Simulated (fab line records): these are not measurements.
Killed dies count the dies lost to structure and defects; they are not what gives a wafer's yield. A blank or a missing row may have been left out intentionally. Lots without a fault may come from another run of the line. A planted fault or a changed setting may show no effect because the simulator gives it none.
The tool behind it: which one?    flow n5-finfet    10 lots with 29 wafers sampled at 3 steps, on a route of 1938 steps

== WHAT THE GAUGES READ, wafer by wafer ==
N5_BEOL_M4_RC_MEAS_101.
lot   measured      on         DIBL_N (mV/V)   DIBL_P (mV/V)   IOFF_N (nA/um)  IOFF_P (nA/um)  ION_N (uA/um)  ION_P (uA/um)  SS_N (mV/dec)   SS_P (mV/dec)   VT_N (mV)    VT_P (mV)
L591  day 9 02:22   prober-02  36.8 34.5 35.9  36.2 33.7 34.8  0.19 0.15 0.18  0.25 0.22 0.22  686 673 683    468 466 469    71.4 71.3 71.5  74.0 73.4 73.4  246 252 245  -245 -247 -249
L592  day 10 01:57  prober-02  33.3 38.8 31.5  32.4 39.3 30.2  0.09 0.19 0.08  0.16 0.26 0.13  644 676 636    452 469 452    70.7 71.5 70.1  71.9 74.8 72.3  259 250 262  -254 -247 -256
L594  day 10 11:35  prober-02  37.2 40.6 39.5  37.7 42.3 40.8  0.14 0.24 0.20  0.20 0.28 0.25  667 706 685    462 478 465    71.1 72.4 72.2  73.0 74.4 74.3  253 241 248  -253 -245 -247
L595  day 10 06:04  prober-01  41.7 34.2 40.5  40.4 32.3 40.5  0.31 0.13 0.29  0.35 0.19 0.34  707 678 703    476 467 475    73.8 70.7 72.2  74.9 72.7 74.8  241 251 241  -242 -250 -243
L596  day 10 20:36  prober-02  34.7 36.8 32.4  35.1 38.1 33.0  0.13 0.17 0.10  0.16 0.21 0.15  675 687 657    459 468 460    70.9 71.0 70.7  73.1 73.9 71.7  255 249 254  -254 -252 -254
L599  day 11 10:42  prober-02  35.6 36.0 32.7  36.7 35.2 32.9  0.16 0.15 0.11  0.20 0.17 0.16  667 651 653    461 445 454    71.5 72.3 70.0  73.4 73.0 73.2  247 253 254  -250 -253 -254
L601  day 12 06:16  prober-01  37.4 37.1 35.6  37.5 36.5 34.6  0.16 0.14 0.12  0.22 0.21 0.18  680 658 665    464 465 464    71.7 72.3 71.1  73.9 73.2 72.7  251 254 255  -249 -248 -251
L610  day 14 05:31  prober-01  36.3 35.6       36.1 35.6       0.14 0.12       0.17 0.15       664 648        456 443        72.5 71.6       73.6 73.0       254 254      -256 -259
L613  day 15 03:29  prober-02  34.4 36.6 37.4  33.6 36.6 37.9  0.13 0.17 0.18  0.17 0.22 0.24  667 691 679    457 472 468    70.5 71.7 71.6  72.3 73.8 73.5  250 249 250  -251 -248 -246
L614  day 15 13:25  prober-01  34.9 37.3 35.3  36.2 38.6 35.4  0.12 0.16 0.13  0.17 0.21 0.16  664 671 666    459 469 453    71.3 71.8 71.5  73.3 74.0 72.8  257 252 255  -256 -251 -258

N5_PASSIVATION_OVL_MEAS_66.
lot   measured      on          PASS_OPEN_OVL (nm)
L591  day 13 10:05  overlay-02  1 4 4
L592  day 14 03:49  overlay-01  0 2 -6
L594  day 14 22:04  overlay-02  8 0 8
L595  day 14 16:46  overlay-02  10 10 3
L596  day 15 04:59  overlay-02  10 2 4
L599  day 15 09:03  overlay-01  -4 -3 3
L601  day 16 12:30  overlay-02  -1 -4 -2
L610  day 19 03:58  overlay-01  1 -2
L613  day 20 22:41  overlay-02  -1 8 2
L614  day 20 19:06  overlay-01  3 7 3

== WHICH TOOL RAN EACH LOT (tool, then ch and the chambers of the sampled wafers, then the start) ==
lot   N5_BEOL_M4_HM_DEP_02
L591  pvd-sputter-03, day 7 23:35
L592  pvd-sputter-03, day 8 20:48
L594  pvd-sputter-02, day 9 06:59
L595  pvd-sputter-01, day 9 09:43
L596  pvd-sputter-01, day 9 11:31
L599  pvd-sputter-03, day 10 11:41
L601  pvd-sputter-01, day 11 11:08
L610  pvd-sputter-02, day 13 19:32
L613  pvd-sputter-01, day 14 11:08
L614  pvd-sputter-03, day 14 16:47
- N5_BEOL_M4_HM_DEP_02: deposits TiN, target thk 20 nm.

== AS READ BY THE TOOLS THEMSELVES (means over the sampled wafers that have a number; for cases with no such wafer, the mark the record gives instead) ==
N5_BEOL_M4_HM_DEP_02.
lot   tool            throttle-valve-pct (%)
L591  pvd-sputter-03  29.9
L592  pvd-sputter-03  29.2
L594  pvd-sputter-02  29.3
L595  pvd-sputter-01  29.3
L596  pvd-sputter-01  29.9
L599  pvd-sputter-03  30.1
L601  pvd-sputter-01  29.9
L610  pvd-sputter-02  28.9
L613  pvd-sputter-01  29.3
L614  pvd-sputter-03  29.5

== THE ANSWER, worked out from the rows above alone ==
Rule: the lots themselves supply what counts as usual. Put in order of their means at a reading, lots are off if they are a third of the lots or fewer, leave a main group of 4 or more, and stand apart from it by a gap of 3 or more times the standard deviation of the main group's means; of several such gaps the widest counts. A main group whose means are all the same, to the digits that the tables above print for the reading, isn't used. Also off: a lot with no number at a reading for which 4 or more lots have one. All remaining lots with rows at the step are treated as sound. The gauges are gone through in route order, then the tools' own readings, and for those a lot's mean is taken as printed above. At the first step where some lot is off, the reading lying furthest off is the one used; lots without a number count as furthest.
No lot is off at any reading shown: from this, nothing can be told.

== WHAT THE SIMULATOR PUT IN ==
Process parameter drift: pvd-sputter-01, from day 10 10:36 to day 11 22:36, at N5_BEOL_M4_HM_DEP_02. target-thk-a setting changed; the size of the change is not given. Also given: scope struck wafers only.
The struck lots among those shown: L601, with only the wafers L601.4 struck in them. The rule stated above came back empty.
